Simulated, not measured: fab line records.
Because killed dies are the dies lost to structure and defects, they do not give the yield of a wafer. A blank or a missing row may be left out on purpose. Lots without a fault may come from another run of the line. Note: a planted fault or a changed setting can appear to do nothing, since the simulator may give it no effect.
Split-lot experiment / flow n5 finfet / 39 wafers read from 7 lots, route of 1938 steps

ON THE SPLIT
At N5_DUMMY_GATE_EXPOSE_12 (exposes mask GATE, target cd 25 nm), the setting dose mj was moved away from the recipe's 34 on 15 of the 39 wafers read, by -7.5% to +4.1%. For the rest of the wafers, this setting stayed at what the recipe calls for.

FROM THE SPLIT TO THE READING: what the file shows between them, 7 steps
- N5_DUMMY_GATE_PEB_13: peb time 60 s
- N5_DUMMY_GATE_DEVELOP_14: develop time 30 s
- N5_DUMMY_GATE_CD_MEAS_15: target cd 25.8 nm
- N5_DUMMY_GATE_STRIP_38: strips in N2/H2
- N5_DUMMY_GATE_STRIP_39: strips in N2/H2
- N5_DUMMY_GATE_TRIM_49: chemistry O2, time 29 s, target cd 14 nm
- N5_DUMMY_GATE_STRIP_40: strips in CF4

THE READING
cd nm at N5_DUMMY_GATE_CD_MEAS_50, given in nm (cd target 14 nm). Fault-free wafers of this fab line usually give 14.10 nm, standard deviation 0.27 nm.

wafer=L075.1; tool, chamber at the split=euv scanner-02, 0; dose mj as run=32.74; against the recipe=-3.7%; cd nm, nm=14.81; against lot-mates on the recipe=+0.91
wafer=L075.2; tool, chamber at the split=euv scanner-02, 0; dose mj as run=34; against the recipe=recipe; cd nm, nm=13.79; against lot-mates on the recipe=-
wafer=L075.3; tool, chamber at the split=euv scanner-02, 0; dose mj as run=34; against the recipe=recipe; cd nm, nm=14.02; against lot-mates on the recipe=-
wafer=L075.4; tool, chamber at the split=euv scanner-02, 0; dose mj as run=34; against the recipe=recipe; cd nm, nm=13.88; against lot-mates on the recipe=-
wafer=L075.5; tool, chamber at the split=euv scanner-02, 0; dose mj as run=32.74; against the recipe=-3.7%; cd nm, nm=14.48; against lot-mates on the recipe=+0.58
wafer=L075.6; tool, chamber at the split=euv scanner-02, 0; dose mj as run=32.74; against the recipe=-3.7%; cd nm, nm=15.04; against lot-mates on the recipe=+1.14
wafer=L078.1; tool, chamber at the split=euv scanner-02, 0; dose mj as run=34; against the recipe=recipe; cd nm, nm=14.20; against lot-mates on the recipe=-
wafer=L078.2; tool, chamber at the split=euv scanner-02, 0; dose mj as run=34; against the recipe=recipe; cd nm, nm=13.85; against lot-mates on the recipe=-
wafer=L078.3; tool, chamber at the split=euv scanner-02, 0; dose mj as run=34; against the recipe=recipe; cd nm, nm=13.99; against lot-mates on the recipe=-
wafer=L078.4; tool, chamber at the split=euv scanner-02, 0; dose mj as run=34; against the recipe=recipe; cd nm, nm=13.95; against lot-mates on the recipe=-
wafer=L078.5; tool, chamber at the split=euv scanner-02, 0; dose mj as run=34; against the recipe=recipe; cd nm, nm=14.21; against lot-mates on the recipe=-
wafer=L078.6; tool, chamber at the split=euv scanner-02, 0; dose mj as run=34; against the recipe=recipe; cd nm, nm=14.15; against lot-mates on the recipe=-
wafer=L080.1; tool, chamber at the split=euv scanner-01, 0; dose mj as run=34; against the recipe=recipe; cd nm, nm=13.78; against lot-mates on the recipe=-
wafer=L080.2; tool, chamber at the split=euv scanner-01, 0; dose mj as run=31.46; against the recipe=-7.5%; cd nm, nm=15.52; against lot-mates on the recipe=+1.64
wafer=L080.3; tool, chamber at the split=euv scanner-01, 0; dose mj as run=34; against the recipe=recipe; cd nm, nm=14.00; against lot-mates on the recipe=-
wafer=L080.4; tool, chamber at the split=euv scanner-01, 0; dose mj as run=34; against the recipe=recipe; cd nm, nm=13.85; against lot-mates on the recipe=-
wafer=L080.5; tool, chamber at the split=euv scanner-01, 0; dose mj as run=31.46; against the recipe=-7.5%; cd nm, nm=15.53; against lot-mates on the recipe=+1.65
wafer=L080.6; tool, chamber at the split=euv scanner-01, 0; dose mj as run=31.46; against the recipe=-7.5%; cd nm, nm=15.37; against lot-mates on the recipe=+1.49
wafer=L084.1; tool, chamber at the split=euv scanner-02, 0; dose mj as run=34; against the recipe=recipe; cd nm, nm=13.81; against lot-mates on the recipe=-
wafer=L084.2; tool, chamber at the split=euv scanner-02, 0; dose mj as run=35.39; against the recipe=+4.1%; cd nm, nm=13.10; against lot-mates on the recipe=-0.80
wafer=L084.3; tool, chamber at the split=euv scanner-02, 0; dose mj as run=34; against the recipe=recipe; cd nm, nm=14.13; against lot-mates on the recipe=-
wafer=L084.4; tool, chamber at the split=euv scanner-02, 0; dose mj as run=34; against the recipe=recipe; cd nm, nm=13.75; against lot-mates on the recipe=-
wafer=L084.5; tool, chamber at the split=euv scanner-02, 0; dose mj as run=35.39; against the recipe=+4.1%; cd nm, nm=13.47; against lot-mates on the recipe=-0.43
wafer=L084.6; tool, chamber at the split=euv scanner-02, 0; dose mj as run=35.39; against the recipe=+4.1%; cd nm, nm=13.29; against lot-mates on the recipe=-0.61
wafer=L085.1; tool, chamber at the split=euv scanner-01, 0; dose mj as run=34; against the recipe=recipe; cd nm, nm=13.90; against lot-mates on the recipe=-
wafer=L085.5; tool, chamber at the split=euv scanner-01, 0; dose mj as run=34; against the recipe=recipe; cd nm, nm=13.99; against lot-mates on the recipe=-
wafer=L085.6; tool, chamber at the split=euv scanner-01, 0; dose mj as run=34; against the recipe=recipe; cd nm, nm=13.53; against lot-mates on the recipe=-
wafer=L088.1; tool, chamber at the split=euv scanner-02, 0; dose mj as run=35.27; against the recipe=+3.7%; cd nm, nm=13.91; against lot-mates on the recipe=-0.19
wafer=L088.2; tool, chamber at the split=euv scanner-02, 0; dose mj as run=34; against the recipe=recipe; cd nm, nm=14.27; against lot-mates on the recipe=-
wafer=L088.3; tool, chamber at the split=euv scanner-02, 0; dose mj as run=34; against the recipe=recipe; cd nm, nm=14.15; against lot-mates on the recipe=-
wafer=L088.4; tool, chamber at the split=euv scanner-02, 0; dose mj as run=34; against the recipe=recipe; cd nm, nm=13.89; against lot-mates on the recipe=-
wafer=L088.5; tool, chamber at the split=euv scanner-02, 0; dose mj as run=35.27; against the recipe=+3.7%; cd nm, nm=13.58; against lot-mates on the recipe=-0.52
wafer=L088.6; tool, chamber at the split=euv scanner-02, 0; dose mj as run=35.27; against the recipe=+3.7%; cd nm, nm=13.66; against lot-mates on the recipe=-0.44
wafer=L095.1; tool, chamber at the split=euv scanner-01, 0; dose mj as run=34; against the recipe=recipe; cd nm, nm=14.79; against lot-mates on the recipe=-
wafer=L095.2; tool, chamber at the split=euv scanner-01, 0; dose mj as run=35.11; against the recipe=+3.3%; cd nm, nm=13.43; against lot-mates on the recipe=-1.19
wafer=L095.3; tool, chamber at the split=euv scanner-01, 0; dose mj as run=34; against the recipe=recipe; cd nm, nm=14.53; against lot-mates on the recipe=-
wafer=L095.4; tool, chamber at the split=euv scanner-01, 0; dose mj as run=35.11; against the recipe=+3.3%; cd nm, nm=13.90; against lot-mates on the recipe=-0.72
wafer=L095.5; tool, chamber at the split=euv scanner-01, 0; dose mj as run=34; against the recipe=recipe; cd nm, nm=14.54; against lot-mates on the recipe=-
wafer=L095.6; tool, chamber at the split=euv scanner-01, 0; dose mj as run=35.11; against the recipe=+3.3%; cd nm, nm=13.89; against lot-mates on the recipe=-0.73

THE FIT
A straight line over all 39 wafers: cd nm changes by -0.169 nm for each +1% of dose mj; r = -0.88; the points scatter about the line by 0.27 nm.
The same after taking each lot's own level away (the mean of its wafers on the recipe; 39 wafers): -0.198 nm for each +1%; r = -0.94; scatter 0.21 nm.
The reading moves by 1.5 nm for the largest change in dose mj, on that fit.
Measured against the standard deviation above, the lots' own levels, which go from 13.807 to 14.620 nm, span 3.0 times it.
Thus the slope moves with the lot-to-lot level: the two fits are different.
Check: with one of the wafers moved furthest among these (-7.5%) left out of the fit, the line predicts +1.5 nm for it against its lot-mates. Against them it came out at +1.64 nm.

THE OTHER SPLITS THESE WAFERS WENT THROUGH
These wafers also went through other splits before the reading. Each is held against what the fit with the lots' levels taken away leaves over:
other split on the same wafers=N5_WELL_APT_EXPOSE_05 dose mj; wafers away from the commonest value=6; r with cd nm (lot level and that fit taken away)=+0.20
other split on the same wafers=N5_FIN_SAQP_HM_DEP_72 target thk a; wafers away from the commonest value=9; r with cd nm (lot level and that fit taken away)=+0.12

THE WHOLE CHAIN: every reading that the file lists as answering this split, in the file's order
step=N5_DUMMY_GATE_CD_MEAS_15; what it does=target cd 25.8 nm; reading=cd nm; change (the file's fit)=-0.165 nm for each +1% of the setting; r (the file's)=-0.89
step=N5_DUMMY_GATE_TRIM_49; what it does=chemistry O2, time 29 s, target cd 14 nm; reading=DUMMY_GATE.cd nm (the simulator's own value, which no gauge read); change (the file's fit)=-0.179 nm for each +1% of the setting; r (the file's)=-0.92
step=N5_DUMMY_GATE_CD_MEAS_50; what it does=target cd 14 nm; reading=cd nm; change (the file's fit)=-0.199 nm for each +1% of the setting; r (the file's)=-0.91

THE FILE'S OWN FIT
cd nm changes by -0.199 nm for each +1% of dose mj, r = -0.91.
